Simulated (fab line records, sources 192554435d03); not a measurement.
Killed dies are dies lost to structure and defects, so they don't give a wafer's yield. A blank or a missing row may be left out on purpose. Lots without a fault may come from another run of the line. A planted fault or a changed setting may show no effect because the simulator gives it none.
fab line records | flow n5_finfet
record lots=4 wafers=12 last_day=15
route steps=1938 shown ILD0@342 SDB@347 DUMMY_REMOVAL@377 BEOL_M4@1111 PASSIVATION@1936
lots that met no fault: from a run of the same line without faults
start_h: hours from the record's first day to the start of the lot's first wafer shown | wait_h: hours since the lot's step before | " the same as in the row above | L1.1+2: a row that stands for several wafers | - no value, or no start given | * or withheld: withheld | < > ~ a bound
route shown NAME@n: a module of which the file shows steps, and the number in the route of the first | usual: mean/standard deviation of fault-free wafers | same: alike in all rows | chamber/n: place in a boat | sites: the reading at each site | _std_site: their standard deviation | _edge_site: outer sites' mean less inner sites' | radius_mm: how far each site lies from the wafer's centre | mask NAME#n: copy n | behind: the tool/chamber that last shaped the wafer | hold: why the lot was held/for how many hours/how that ended | device: the transistor (n, p or np) that didn't switch | end of line: the same wafers' tests at the end of the route | a step without rows: its recipe alone | killed: dies lost to structure and defects at the first sort, not the wafer's yield | map: a wafer's dies, x killed, . not, _ none there
set.NAME: the setting as run; set.NAME@STEP: as run at that earlier step | model.NAME: the simulator's own value behind a step, which no gauge read
lots at some steps of the route; a table a step, a row a wafer
services: from which hour (start_h, from the record's first day; less than 0 if before it) a tool's chamber was out of use, for how many hours, and why
## steps
# step N5_ILD0_PRECLEAN_10
# recipe chemistry=NF3:NH3 afs_cycles=5 time_s=20 temp_c=30 sublimation_temp_c=180 sublimation_time_s=60 pressure_torr=3 rf_power_w=30
# step N5_ILD0_ALD_15
# recipe material=SiNx target_thk_a=240 temp_c=400 ald_precursor_family=SiH2I2 ald_co_reactant=N2/H2-plasma pulse_time_s=1 ald_cycles=480 purge_time_s=2 co_reactant_purge_time_s=2 pressure_torr=2
# step N5_ILD0_CMP_12
# recipe stop_on=poly-Si material=SiNx t_overpolish_s=6 post_cmp_clean=alkaline_brush down_force_psi=2.5 platen_rpm=51.8 pad_velocity_m_s=1.0307 target_thk_nm=17.67
# step N5_SDB_HM_DEP_00
# recipe material=SiNx target_thk_a=400 temp_c=400 precursor=SiH4/NH3/N2 pressure_torr=1.5 rf_w=300 time_s=35.3
# step N5_SDB_COAT_03
# recipe resist=SOC temp_c=250 time_s=60 spin_rpm=1500 resist_thk_nm=100
# step N5_SDB_COAT_04
# recipe resist=SiARC temp_c=220 time_s=60 spin_rpm=1500 resist_thk_nm=18
# step N5_SDB_COAT_05
# recipe resist=CAR-ArF spin_rpm=1500 resist_thk_nm=90
# step N5_SDB_EBR_07
# recipe solvent=PGMEA ebr_width_mm=1.5
# step N5_SDB_SOFTBAKE_06
# recipe temp_c=110 time_s=60 resist=CAR-ArF
# step N5_SDB_EXPOSE_08
# recipe mask_id=SDB na=1.35 source_shape=conventional sigma_outer=0.5 polarization=unpolarized dose_mj=49.6
# columns lot.wafer tool chamber start_h wait_h mask model.SDB.overlay_x_nm
L245.2+5+6 arfi_scanner-03 0 77.68 - SDB#0 0
L247.3+4+6 arfi_scanner-03 0 89.61 - SDB#0 13.4
L248.1+3+6 arfi_scanner-03 0 96.20 - SDB#0 12.8
L258.2+3+4 arfi_scanner-02 0 157.60 - SDB#0 -0.2
# step N5_SDB_PEB_09
# recipe peb_temp_c=withheld peb_time_s=60 resist=CAR-ArF
# step N5_SDB_DEVELOP_10
# recipe develop_time_s=30 developer=TMAH resist=CAR-ArF rinse_liquid=diw dry=air_spin dev_temp_c=23
# step N5_SDB_OVL_MEAS_12
# recipe points_per_wafer=44
# usual SDB_OVL=0.0/0.78
# columns lot.wafer tool chamber start_h wait_h SDB_OVL[nm]
L245.2 overlay-02 0 77.83 0.0 -0.3
L245.5 " 0 " " 0.0
L245.6 " 0 " " -1.3
L247.3 overlay-01 0 89.75 0.0 12.3
L247.4 " 0 " " 13.9
L247.6 " 0 " " 13.6
L248.1 overlay-02 0 96.35 0.0 13.0
L248.3 " 0 " " 13.2
L248.6 " 0 " " 13.5
L258.2 overlay-02 0 157.75 0.0 -0.1
L258.3 " 0 " " -0.1
L258.4 " 0 " " 0.5
# step N5_SDB_DESCUM_16
# recipe chemistry=O2 time_s=7.9 source_power_w=50 bias_power_w=20 pressure_mtorr=20 rf_frequency_hz=2.712e+07 temp_c=40 resist=CAR-ArF o2_flow_sccm=225
# step N5_SDB_ETCH_17
# recipe chemistry=CF4 target=SiARC target_depth_a=234 mask_material=CAR-ArF time_s=39 ion_energy_ev=80 pressure_mtorr=40 source_w=545 bias_w=36 Ar_flow_sccm=100 cf4_flow_sccm=100 ends=cleared
# step N5_SDB_ETCH_18
# recipe chemistry=N2/H2 target=SOC target_depth_a=1000 overetch_a=200 mask_material=SiARC temp_c=40 time_s=150 ion_energy_ev=200 pressure_mtorr=30 source_w=840 bias_w=150 n2_flow_sccm=200 h2_flow_sccm=200
# step N5_SDB_STRIP_19
# recipe chemistry=N2/H2 temp_c=40 n2_flow_sccm=200 h2_flow_sccm=200 rf_frequency_hz=6e+07
# step N5_SDB_STRIP_21
# recipe chemistry=CF4 resist=SiARC power_w=300 bias_power_w=75 pressure_mtorr=50 cf4_flow_sccm=150 rf_frequency_hz=6e+07
# step N5_SDB_HM_OPEN_20
# recipe chemistry=CH3F/O2 target=SiNx mask_material=SOC target_depth_a=240 stop_on=poly-Si over_etch_frac=0.4 ion_energy_ev=120 pressure_mtorr=30 source_w=395 bias_w=73 Ar_flow_sccm=150 CH3F_flow_sccm=30 O2_flow_sccm=20
# step N5_SDB_STRIP_22
# recipe chemistry=N2/H2 power_w=1000 temp_c=250 h2_frac=0.65 overash_fraction=0.3 pressure_mtorr=withheld n2_flow_sccm=1750 h2_flow_sccm=3250
# step N5_SDB_PRECLEAN_23
# recipe chemistry=dHF time_s=30 temp_c=25 dilution=withheld
# step N5_SDB_DUMMY_REMOVE_24
# recipe chemistry=TMAH temp_c=70 target=poly-Si stop_on=SiO2 target_depth_nm=142 conc_wt_pct=5 time_s=57 dry=ipa_marangoni rinse_time_s=30 rinse_temp_c=23
# step N5_SDB_ETCH_25
# recipe chemistry=C4F6/O2 target=SiO2 target_depth_a=100 time_s=3.3 ion_energy_ev=250 mask_material=SiNx pressure_mtorr=30 source_w=345 bias_w=185 Ar_flow_sccm=300 C4F6_flow_sccm=10 O2_flow_sccm=10
# step N5_SDB_CUT_ETCH_26
# recipe chemistry=HBr/Cl2/O2 target=Si target_depth_a=1296 bt_time_s=20 mask_material=SiNx time_s=51.8 ion_energy_ev=* bias_w=* pressure_mtorr=10 icp_w=800 HBr_flow_sccm=150 Cl2_flow_sccm=80 O2_flow_sccm=12
# step N5_SDB_PRECLEAN_38
# recipe chemistry=dHF time_s=10 dilution=750:1 temp_c=25
# step N5_SDB_PRECLEAN_39
# recipe chemistry=O3/DIW time_s=45 temp_c=22 o3_ppm=10
# step N5_SDB_SRD_28
# recipe dry=ipa_marangoni time_s=30 temp_c=23 rinse_liquid=diw
# step N5_SDB_ALD_29
# recipe material=SiNx target_thk_a=300 temp_c=400 ald_precursor_family=SiH2I2 ald_co_reactant=N2/H2-plasma pulse_time_s=1 ald_cycles=600 purge_time_s=2 co_reactant_purge_time_s=2 pressure_torr=2
# step N5_SDB_CMP_30
# recipe stop_on=poly-Si t_overpolish_s=1.54 post_cmp_clean=alkaline_brush down_force_psi=4.1491 platen_rpm=51.796 pad_velocity_m_s=1.0306 target_thk_nm=30
# step N5_DUMMY_REMOVAL_HM_STRIP_01
# recipe chemistry=CH3F/O2 material=SiNx target_depth_a=40 stop_on=poly-Si time_s=6.8 over_etch_frac=0.3 ion_energy_ev=60 power_w=410 bias_w=29 Ar_flow_sccm=150 CH3F_flow_sccm=30 O2_flow_sccm=20
# step N5_DUMMY_REMOVAL_STRIP_10
# recipe chemistry=N2/H2 time_s=40 power_w=100 temp_c=40 pressure_mtorr=100 rf_frequency_hz=6e+07 bias_power_w=3 n2_flow_sccm=300 h2_flow_sccm=300
# step N5_DUMMY_REMOVAL_PRECLEAN_07
# recipe chemistry=dHF time_s=30 temp_c=25 dilution=withheld
# step N5_DUMMY_REMOVAL_DUMMY_REMOVE_02
# recipe chemistry=TMAH temp_c=70 target=poly-Si stop_on=SiO2 target_depth_nm=142 conc_wt_pct=5 time_s=57 dry=ipa_marangoni rinse_time_s=30 rinse_temp_c=23
# step N5_DUMMY_REMOVAL_PRECLEAN_08
# recipe chemistry=NF3:NH3 afs_cycles=2 temp_c=30 time_s=20 sublimation_temp_c=180 sublimation_time_s=60 pressure_torr=3 rf_power_w=30
# step N5_BEOL_M4_RC_MEAS_101
# usual DIBL_N=36.4/1.2 DIBL_P=36.1/1.6 IOFF_N=0.156/0.024 IOFF_P=0.21/0.031 ION_N=674/11 ION_P=463/6.9 SS_N=71.5/0.5 SS_P=73.2/0.55 VT_N=250.0/2.9 VT_P=-250/3.6
# columns lot.wafer tool chamber start_h wait_h DIBL_N[mV/V] DIBL_P[mV/V] IOFF_N[nA/um] IOFF_P[nA/um] ION_N[uA/um] ION_P[uA/um] SS_N[mV/dec] SS_P[mV/dec] VT_N[mV] VT_P[mV]
L245.2 prober-01 0 173.90 0.2 36.9 37.7 0.164 0.22 677 462 71.9 72.7 248.6 -248
L245.5 " 0 " " 36.2 36.7 0.150 0.20 664 453 71.6 72.9 249.3 -250
L245.6 " 0 " " 37.2 37.8 0.178 0.22 683 463 72.2 73.2 247.8 -248
L247.3 prober-02 0 189.31 0.3 35.0 37.1 0.157 0.21 680 462 71.5 73.1 248.7 -252
L247.4 " 0 " " 36.7 38.0 0.191 0.24 685 460 71.6 73.1 248.1 -250
L247.6 " 0 " " 36.0 37.1 0.172 0.22 684 469 71.7 73.3 246.0 -252
L248.1 prober-01 0 193.63 0.0 36.8 37.1 0.168 0.25 687 470 71.7 73.3 249.2 -244
L248.3 " 0 " " 35.2 34.3 0.130 0.19 675 471 71.5 72.5 252.3 -248
L248.6 " 0 " " 34.8 34.5 0.125 0.20 673 465 71.2 72.6 251.8 -249
L258.2 prober-02 0 252.79 0.2 35.6 34.5 0.134 0.17 661 452 71.4 73.2 255.2 -256
L258.3 " 0 " " 36.0 35.8 0.162 0.19 686 462 71.6 73.8 251.0 -252
L258.4 " 0 " " 37.4 37.1 0.163 0.20 673 455 71.3 73.6 251.6 -255
# step N5_PASSIVATION_PROBE_49
# usual defect_limited_yield=91.4/1.5 killed_at_M0_to_M3=31/11 killed_at_M4_up=13/5.5 killed_at_contacts=13/6.3 killed_at_front_end=40/13 killed_at_other=3.3/2.6 killed_dies=101/18 killed_on_rim=13/4 killed_open=67/13 killed_short=33/7.9 sort_bin_5_function=5.1/1 sort_bin_6_memory=3.2/0.68 sort_n_pass=1079/18 sort_yield_pct=91.4/1.5
# same gross_dies=1180 killed_at_back_side=0 sort_bin_4_leakage[%]=0 sort_bin_8_speed[%]=0
# columns lot.wafer tool chamber start_h wait_h defect_limited_yield[%] killed_at_M0_to_M3 killed_at_M4_up killed_at_contacts killed_at_front_end killed_at_other killed_dies killed_on_rim killed_open killed_short sort_bin_5_function[%] sort_bin_6_memory[%] sort_n_pass sort_yield_pct[%]
L247.3 prober-02 - 281.81 0.1 0 36 6 17 1120 1 1180 152 64 37 48.7 2.4 0 0
L247.4 prober-02 - 281.86 0.2 0 39 28 27 1085 1 1180 152 82 36 52.5 3.7 0 0
L247.6 prober-02 - 281.96 0.3 0 50 28 8 1094 0 1180 152 75 46 49.2 3.7 0 0
L248.1 prober-02 - 292.81 0.0 0 19 12 3 1144 2 1180 152 55 38 50.0 3.6 0 0
L248.3 prober-02 - 292.91 0.1 0 25 22 3 1129 1 1180 152 59 31 50.6 2.6 0 0
L248.6 prober-02 - 293.06 0.3 0 32 11 1 1132 4 1180 152 65 30 48.6 3.1 0 0
# killed by level:class
L247.3 SDB:overlay=1079 STI_FIN_REVEAL:geometric_particle:open=15 MOL_CONTACT_COAG:geometric_particle:open=13 BEOL_M0_SAQP:geometric_particle:short=10 BEOL_M0_SAQP:geometric_particle:open=8 BEOL_M0:geometric_particle:short=8 FIN_SAQP:geometric_particle:short=7 DUMMY_GATE:geometric_particle:open=5
L247.4 SDB:overlay=1062 MOL_CONTACT_COAG:geometric_particle:open=23 BEOL_M4:geometric_particle:open=19 BEOL_M3:geometric_particle:open=7 FIN_SAQP:geometric_particle:short=6 BEOL_M1:geometric_particle:open=6 BEOL_M1:geometric_particle:short=5 BEOL_M2:geometric_particle:short=5
L247.6 SDB:overlay=1058 BEOL_M4:geometric_particle:open=11 BEOL_M0_SAQP:geometric_particle:short=10 FIN_SAQP:geometric_particle:open=7 BEOL_M0_SAQP:geometric_particle:open=7 BEOL_M3:geometric_particle:open=7 BEOL_M2:geometric_particle:open=6 BEOL_M0:geometric_particle:short=6
L248.1 SDB:overlay=1085 STI_FIN_REVEAL:geometric_particle:open=15 FIN_SAQP:geometric_particle:short=13 ILD0:geometric_particle:short=8 BEOL_M0:geometric_particle:open=7 BEOL_M2:geometric_particle:open=7 STI_FIN_REVEAL:geometric_particle:short=5 ILD0:geometric_particle:open=5
L248.3 SDB:overlay=1089 STI_FIN_REVEAL:geometric_particle:open=14 BEOL_M4:geometric_particle:open=12 GATE_CUT:geometric_particle:short=7 BEOL_M3:geometric_particle:open=7 BEOL_M1:geometric_particle:open=6 BEOL_M2:geometric_particle:open=5 FIN_SAQP:geometric_particle:short=4
L248.6 SDB:overlay=1081 STI_FIN_REVEAL:geometric_particle:open=18 BEOL_M3:geometric_particle:open=8 FIN_SAQP:geometric_particle:short=6 GATE_CUT:geometric_particle:open=6 BEOL_M2:geometric_particle:open=6 GATE_CUT:geometric_particle:short=5 BEOL_M0_SAQP:geometric_particle:short=4
# map L247.3 (x killed, . not)
_________________xxxxxxxxxxxx________________
______________xxxxxxxxxxxxxxxxxx_____________
___________xxxxxxxxxxxxxxxxxxxxxxxx__________
__________xxxxxxxxxxxxxxxxxxxxxxxxxx_________
________xxxxxxxxxxxxxxxxxxxxxxxxxxxxxx_______
_______xxxxxxxxxxxxxxxxxxxxxxxxxxxxxxxx______
______xxxxxxxxxxxxxxxxxxxxxxxxxxxxxxxxxx_____
_____xxxxxxxxxxxxxxxxxxxxxxxxxxxxxxxxxxxx____
____xxxxxxxxxxxxxxxxxxxxxxxxxxxxxxxxxxxxxx___
___xxxxxxxxxxxxxxxxxxxxxxxxxxxxxxxxxxxxxxxx__
___xxxxxxxxxxxxxxxxxxxxxxxxxxxxxxxxxxxxxxxx__
__xxxxxxxxxxxxxxxxxxxxxxxxxxxxxxxxxxxxxxxxxx_
__xxxxxxxxxxxxxxxxxxxxxxxxxxxxxxxxxxxxxxxxxx_
_xxxxxxxxxxxxxxxxxxxxxxxxxxxxxxxxxxxxxxxxxxxx
_xxxxxxxxxxxxxxxxxxxxxxxxxxxxxxxxxxxxxxxxxxxx
_xxxxxxxxxxxxxxxxxxxxxxxxxxxxxxxxxxxxxxxxxxxx
_xxxxxxxxxxxxxxxxxxxxxxxxxxxxxxxxxxxxxxxxxxxx
_xxxxxxxxxxxxxxxxxxxxxxxxxxxxxxxxxxxxxxxxxxxx
_xxxxxxxxxxxxxxxxxxxxxxxxxxxxxxxxxxxxxxxxxxxx
_xxxxxxxxxxxxxxxxxxxxxxxxxxxxxxxxxxxxxxxxxxxx
_xxxxxxxxxxxxxxxxxxxxxxxxxxxxxxxxxxxxxxxxxxxx
__xxxxxxxxxxxxxxxxxxxxxxxxxxxxxxxxxxxxxxxxxx_
__xxxxxxxxxxxxxxxxxxxxxxxxxxxxxxxxxxxxxxxxxx_
___xxxxxxxxxxxxxxxxxxxxxxxxxxxxxxxxxxxxxxxx__
___xxxxxxxxxxxxxxxxxxxxxxxxxxxxxxxxxxxxxxxx__
____xxxxxxxxxxxxxxxxxxxxxxxxxxxxxxxxxxxxxx___
_____xxxxxxxxxxxxxxxxxxxxxxxxxxxxxxxxxxxx____
______xxxxxxxxxxxxxxxxxxxxxxxxxxxxxxxxxx_____
_______xxxxxxxxxxxxxxxxxxxxxxxxxxxxxxxx______
________xxxxxxxxxxxxxxxxxxxxxxxxxxxxxx_______
__________xxxxxxxxxxxxxxxxxxxxxxxxxx_________
___________xxxxxxxxxxxxxxxxxxxxxxxx__________
______________xxxxxxxxxxxxxxxxxx_____________
_________________xxxxxxxxxxxx________________
# map L248.1 (x killed, . not)
_________________xxxxxxxxxxxx________________
______________xxxxxxxxxxxxxxxxxx_____________
___________xxxxxxxxxxxxxxxxxxxxxxxx__________
__________xxxxxxxxxxxxxxxxxxxxxxxxxx_________
________xxxxxxxxxxxxxxxxxxxxxxxxxxxxxx_______
_______xxxxxxxxxxxxxxxxxxxxxxxxxxxxxxxx______
______xxxxxxxxxxxxxxxxxxxxxxxxxxxxxxxxxx_____
_____xxxxxxxxxxxxxxxxxxxxxxxxxxxxxxxxxxxx____
____xxxxxxxxxxxxxxxxxxxxxxxxxxxxxxxxxxxxxx___
___xxxxxxxxxxxxxxxxxxxxxxxxxxxxxxxxxxxxxxxx__
___xxxxxxxxxxxxxxxxxxxxxxxxxxxxxxxxxxxxxxxx__
__xxxxxxxxxxxxxxxxxxxxxxxxxxxxxxxxxxxxxxxxxx_
__xxxxxxxxxxxxxxxxxxxxxxxxxxxxxxxxxxxxxxxxxx_
_xxxxxxxxxxxxxxxxxxxxxxxxxxxxxxxxxxxxxxxxxxxx
_xxxxxxxxxxxxxxxxxxxxxxxxxxxxxxxxxxxxxxxxxxxx
_xxxxxxxxxxxxxxxxxxxxxxxxxxxxxxxxxxxxxxxxxxxx
_xxxxxxxxxxxxxxxxxxxxxxxxxxxxxxxxxxxxxxxxxxxx
_xxxxxxxxxxxxxxxxxxxxxxxxxxxxxxxxxxxxxxxxxxxx
_xxxxxxxxxxxxxxxxxxxxxxxxxxxxxxxxxxxxxxxxxxxx
_xxxxxxxxxxxxxxxxxxxxxxxxxxxxxxxxxxxxxxxxxxxx
_xxxxxxxxxxxxxxxxxxxxxxxxxxxxxxxxxxxxxxxxxxxx
__xxxxxxxxxxxxxxxxxxxxxxxxxxxxxxxxxxxxxxxxxx_
__xxxxxxxxxxxxxxxxxxxxxxxxxxxxxxxxxxxxxxxxxx_
___xxxxxxxxxxxxxxxxxxxxxxxxxxxxxxxxxxxxxxxx__
___xxxxxxxxxxxxxxxxxxxxxxxxxxxxxxxxxxxxxxxx__
____xxxxxxxxxxxxxxxxxxxxxxxxxxxxxxxxxxxxxx___
_____xxxxxxxxxxxxxxxxxxxxxxxxxxxxxxxxxxxx____
______xxxxxxxxxxxxxxxxxxxxxxxxxxxxxxxxxx_____
_______xxxxxxxxxxxxxxxxxxxxxxxxxxxxxxxx______
________xxxxxxxxxxxxxxxxxxxxxxxxxxxxxx_______
__________xxxxxxxxxxxxxxxxxxxxxxxxxx_________
___________xxxxxxxxxxxxxxxxxxxxxxxx__________
______________xxxxxxxxxxxxxxxxxx_____________
_________________xxxxxxxxxxxx________________
## services
# columns tool chamber start_h hours kind
arfi_scanner-02 - 59.81 0.8 repair
arfi_scanner-03 - 62.29 1.0 pm
arfi_scanner-03 - 64.30 1.0 pm
arfi_scanner-03 - 65.89 1.5 repair
arfi_scanner-02 - 114.21 1.0 pm
arfi_scanner-03 - 114.28 1.3 pm
arfi_scanner-02 - 121.88 0.8 pm
arfi_scanner-03 - 121.95 1.2 repair
arfi_scanner-03 - 131.11 2.3 repair
arfi_scanner-03 - 135.20 0.8 pm
arfi_scanner-02 - 137.52 1.8 repair
arfi_scanner-02 - 146.36 1.3 pm
arfi_scanner-02 0 148.05 - calibration
## key
first_sign step=N5_SDB_OVL_MEAS_12 reading=SDB_OVL direction=up sigmas=17 usual=0.0 struck=13.3
effect step=N5_PASSIVATION_PROBE_49 reading=killed_at_front_end direction=up sigmas=85 usual=40 struck=1117
model_effect step=N5_SDB_EXPOSE_08 value=SDB.overlay_x_nm without=0.3 struck=13.1
more_kills_born_at N5_SDB_EXPOSE_08@arfi_scanner-03=6454
met_at N5_SDB_EXPOSE_08
struck_wafers L247.3,L247.4,L247.6,L248.1,L248.3,L248.6
onset_between 77.68 89.61
fault kind=scanner_matching_overlay tool=arfi_scanner-03 chamber=- onset_h=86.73 steps=N5_SDB_EXPOSE_08 offset=12.802
